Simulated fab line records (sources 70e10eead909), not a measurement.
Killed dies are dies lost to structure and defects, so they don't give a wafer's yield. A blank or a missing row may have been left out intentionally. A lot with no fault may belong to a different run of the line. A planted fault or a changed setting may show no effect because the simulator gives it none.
Comparing a struck lot with a sound one / flow nand harc / 18 steps out of a route of 1302
Sound: the wafers L380.1, L380.4, L380.6. Struck: wafers L384.2, L384.3, L384.5. At the end, the cause is stated.
Per side, at each step with rows, come the tool, then ch with its chambers, and then its first start. Under that, the readings that differ: sound wafers / struck wafers / difference of the means / sigmas: that difference in standard deviations of wafers without a fault.
alike: same words and numbers on both sides, and readings whose means sit less than 2 such deviations apart. not compared: any withheld reading, any reading some wafer has no value for, any bound like >300 that may hide the same value, and any number with overlapping values for which the record gives no deviation.
Wherever a step has rows on one side only, a row that says differs or no value, or a row with sigmas, the two part there. When numbers do not overlap yet have no deviation, they are printed without sigmas and do not part them. A reading missing from all wafers of one side parts the sides only when that side holds two or more wafers.

first, 1 step without rows for these wafers: NHARC_A_SGD_CUT_ETCH_59 (etches the open film in N2/H2, target depth 260 nm, time 406.25 s).
NHARC_A_SGD_CUT_ETCH_15: etches the open film in CH3F/O2, target depth 75 nm, time 64.3 s.
  sound: rie diel-02 ch 0,2,3; struck: rie diel-02 ch 0,2,3
reading=oes product au (a.u.); sound=0.984 0.997 0.968; struck=0.940 0.920 0.925; difference=-0.055; sigmas=-3
  alike: drypump motor current A, rf fwd power W, rf vpp V, showerhead plenum p Torr, throttle valve pct
  not compared: rf hours counter h
NHARC_A_SGD_CUT_ETCH_16: etches the open film in C4F8/O2/Ar, target depth 310.5 nm, time 155.2 s.
  sound: rie diel-02 ch 0,2,3; struck: rie diel-02 ch 0,2,3
reading=oes product au (a.u.); sound=0.981 1.007 0.980; struck=0.949 0.975 0.941; difference=-0.034; sigmas=-2
  alike: rf fwd power W, rf vpp V
  not compared: rf hours counter h
then, 1 step without rows for these wafers: NHARC_A_SGD_CUT_STRIP_60 (strips in C4F8/O2/Ar).
NHARC_A_SGD_CUT_STRIP_17: strips in O2.
  sound: rie diel-02 ch 0,1,2; struck: rie diel-02 ch 0,2,3
  alike: drypump motor current A, oes product au, rf vpp V, showerhead plenum p Torr, throttle valve pct
  not compared: rf hours counter h
then, 5 steps without rows for these wafers: NHARC_A_SGD_CUT_PRECLEAN_18 (cleans in SC1); NHARC_A_SGD_CUT_SRD_19; NHARC_A_SGD_CUT_DEP_20 (deposits SiO2, target thk 150 nm); NHARC_A_SGD_CUT_ANNEAL_27 (time 1800 s); NHARC_A_SGD_CUT_CMP_21 (polishes, target thk 148.19 nm).
NHARC_A_SGD_CUT_THK_MEAS_22: measures by ellipsometry.
  sound on film metro-02 at day 19 21:40; struck on film metro-01 at day 22 05:57
  alike: thk nm
following that, these wafers have no rows for 1 step: NHARC_A_SGD_CUT_SRD_23.
NHARC_A_SGD_CUT_ETCH_26: etches SiO2 in dHF, target depth 45.8 nm.
  sound on wet bench-09 ch 0,2,7, day 19 21:44; struck on wet bench-05 ch 0,2,7, day 22 06:02
NHARC_A_SGD_CUT_ETCHBACK_24: etches the open film in CH3F/O2, target depth 50 nm, time 92.857 s.
  sound on rie diel-05 ch 0,1,3, day 19 21:53; struck on rie diel-05 ch 0,1,2, day 22 06:11
  alike: drypump motor current A, oes product au, rf fwd power W, rf vpp V, showerhead plenum p Torr, throttle valve pct
  not compared: rf hours counter h
then, 1 step without rows for these wafers: NHARC_A_SGD_CUT_STRIP_28 (strips in O2, time 20 s).
NHARC_A_SGD_CUT_INSPECT_25:
  sound on defect inspect-02 at day 19 22:08; struck on defect inspect-01 at day 22 06:28
reading=raw defect count; sound=400 352 346; struck=620 712 637; difference=+290; sigmas=+4
NHARC_A_SLIT_DEP_25: deposits SiO2, target thk 200 nm.
  sound on pecvd-01 ch 0,2, day 19 22:15; struck on pecvd-03 ch 0,1, day 22 06:32
  alike: heater power w, mfc precursor sccm, rf fwd power W, throttle valve pct
-- jump in the record: it breaks off in module A_SLIT and resumes in module END (first step shown: number 1302 of the route), and 5 days separate the struck wafers' starts before and after --
NHARC_END_SORT_01:
  the record has rows for the struck wafers here (prober-02 ch 0, day 27 09:46) and none for the sound ones

== WHERE THEY PART ==
Last at NHARC_END_SORT_01 as far as this record goes, first at NHARC_A_SGD_CUT_ETCH_15.

WHY: what the simulator had put in
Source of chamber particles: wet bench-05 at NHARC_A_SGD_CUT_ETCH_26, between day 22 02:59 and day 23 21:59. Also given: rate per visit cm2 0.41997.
